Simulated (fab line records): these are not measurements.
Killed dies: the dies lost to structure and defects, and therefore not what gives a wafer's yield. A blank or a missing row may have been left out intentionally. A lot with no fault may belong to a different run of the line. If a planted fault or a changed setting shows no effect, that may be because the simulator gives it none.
Chamber matching	flow n5Finfet	aldMetal-04 running N5_BEOL_M3_ALD_84: 4 sister chambers
The step deposits TaN, pulse time 2 s, purge time 3 s, co reactant purge time 2 s. 8 wafers are shown with their chamber, then 8 later ones without.

WAFERS WITH THEIR CHAMBER
wafer	chamber	heaterPowerW (W)
L082.3	2	538
L082.6	3	391
L083.1	1	407
L083.2	2	530
L087.2	0	463
L087.3	1	417
L087.6	0	455
L092.1	3	393

WAFERS WHOSE CHAMBER IS MISSING
wafer	heaterPowerW (W)
L092.4	422
L092.6	539
L095.1	454
L095.2	530
L095.4	461
L097.1	428
L097.2	534
L097.5	453

WHICH CHAMBER EACH ONE RAN IN
wafer	from the rows above	in truth
L092.4	1	1
L092.6	2	2
L095.1	0	0
L095.2	2	2
L095.4	0	0
L097.1	1	1
L097.2	2	2
L097.5	0	0
8 of 8 placed correctly. Number that these rows cannot place: 0. 0 placed wrongly.
How it was worked out, from the rows above alone: a wafer's distance from a chamber is the root of the sum, over the readings, of the square of ((its reading less the chamber's mean) divided by the reading's scatter). The wafer belongs to the nearest chamber; if the next one is less than 2 further off, it can't be placed. Each chamber's mean is taken over the wafers shown for it. How the scatter is found: for the shown wafers, subtract from each reading the mean of its chamber, square and add these, divide the total by (wafers less chambers), then take the root.
